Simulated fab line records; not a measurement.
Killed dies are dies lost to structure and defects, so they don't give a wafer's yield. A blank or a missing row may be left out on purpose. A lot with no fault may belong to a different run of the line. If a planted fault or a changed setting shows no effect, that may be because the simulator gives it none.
Chamber matching + flow nand-harc + cmp-01 running NHARC_A_M0_CMP_23: 4 sister chambers
The step polishes, t overpolish 20 s, target thk 113.75 nm. 8 wafers are shown with their chamber, then 10 later ones without.

WAFERS PAIRED WITH THEIR CHAMBERS
| wafer  | chamber | motor-current-A (A) | time-to-endpoint-s (s) |
|--------|---------|---------------------|------------------------|
| L077.5 | 0       | 12.3                | 24.3                   |
| L078.3 | 1       | 10.8                | 26.7                   |
| L085.5 | 3       | 12.8                | 32.3                   |
| L086.1 | 1       | 10.9                | 30.8                   |
| L086.2 | 2       | 12.7                | 29.1                   |
| L086.4 | 3       | 14.3                | 33.4                   |
| L088.3 | 0       | 11.9                | 29.9                   |
| L088.4 | 2       | 12.3                | 30.2                   |

WAFERS MISSING THEIR CHAMBER
| wafer  | motor-current-A (A) | time-to-endpoint-s (s) |
|--------|---------------------|------------------------|
| L088.5 | 11.2                | 32.8                   |
| L092.1 | 11.0                | 27.8                   |
| L092.3 | 12.4                | 25.0                   |
| L092.5 | 11.0                | 27.8                   |
| L095.1 | 10.7                | 29.6                   |
| L095.4 | 11.9                | 27.1                   |
| L095.6 | 14.0                | 29.8                   |
| L097.2 | 10.7                | 33.4                   |
| L097.3 | 12.5                | 30.1                   |
| L097.5 | 12.6                | 28.6                   |

CHAMBER TAKEN BY EACH
| wafer  | from the rows above          | in truth |
|--------|------------------------------|----------|
| L088.5 | can't be placed: 1 or 2 or 0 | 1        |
| L092.1 | can't be placed: 1 or 0      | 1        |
| L092.3 | can't be placed: 0 or 2      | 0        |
| L092.5 | can't be placed: 1 or 0      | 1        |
| L095.1 | 1                            | 1        |
| L095.4 | can't be placed: 0 or 2 or 1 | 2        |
| L095.6 | can't be placed: 3 or 2      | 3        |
| L097.2 | can't be placed: 1 or 2 or 0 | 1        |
| L097.3 | can't be placed: 2 or 0 or 3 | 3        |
| L097.5 | can't be placed: 2 or 0 or 3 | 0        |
Correct placement for 1 of the 10. Not placeable from these rows: 9 (in 9, the candidates include the true chamber). Wrongly placed: 0.
How it was worked out, from the rows above alone: a wafer's distance from a chamber is the root of the sum, over the readings, of the square of ((its reading less the chamber's mean) divided by the reading's scatter). The wafer belongs to the nearest chamber; if the next one is less than 2 further off, it can't be placed. For every chamber, the mean is computed from those of its wafers that are shown. The scatter: take each reading less its chamber's mean, square it, sum over the shown wafers, divide by the number of wafers less the number of chambers, and take the root.
